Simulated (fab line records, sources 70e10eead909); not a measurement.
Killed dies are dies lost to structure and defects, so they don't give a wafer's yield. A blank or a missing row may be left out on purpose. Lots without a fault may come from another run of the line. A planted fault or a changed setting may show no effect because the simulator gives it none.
Chamber matching | flow nand_harc | NHARC_A_CHANNEL_FILL_D1_ALD_25 on ald_hk-02: 4 sister chambers
The step deposits SiOx, target thk 60 nm, pulse time 10 s, ald cycles 600. 4 wafers are shown with their chamber, then 11 later ones without.

WAFERS WITH THEIR CHAMBER
wafer  | chamber | heater_power_w (W)
L087.5 | 3       | 416
L085.5 | 0       | 348
L085.6 | 1       | 494
L090.4 | 2       | 450

WAFERS WITHOUT THEIR CHAMBER
wafer  | heater_power_w (W)
L090.3 | 346
L090.5 | 490
L091.2 | 446
L091.5 | 401
L091.6 | 458
L094.4 | 454
L094.1 | 365
L094.6 | 490
L095.3 | 504
L095.5 | 490
L095.6 | 449

WHICH CHAMBER EACH WENT THROUGH
wafer  | from the rows above | in truth
L090.3 | 0                   | 0
L090.5 | 1                   | 1
L091.2 | 2                   | 2
L091.5 | 3                   | 3
L091.6 | 2                   | 2
L094.4 | 2                   | 2
L094.1 | 0                   | 0
L094.6 | 1                   | 1
L095.3 | 1                   | 1
L095.5 | 1                   | 1
L095.6 | 2                   | 2
Placed correctly: 11 of 11. Can't be placed from these rows: 0. Placed wrongly: 0.
How it was worked out, from the rows above alone: a wafer's distance from a chamber is the root of the sum, over the readings, of the square of ((its reading less the chamber's mean) divided by the reading's scatter). The wafer belongs to the nearest chamber; if the next one is less than 2 further off, it can't be placed. A chamber's mean is the mean of its shown wafers. The scatter: with one shown wafer a chamber, the root of the mean of the squares of how far each hidden wafer lies from its nearest shown one.
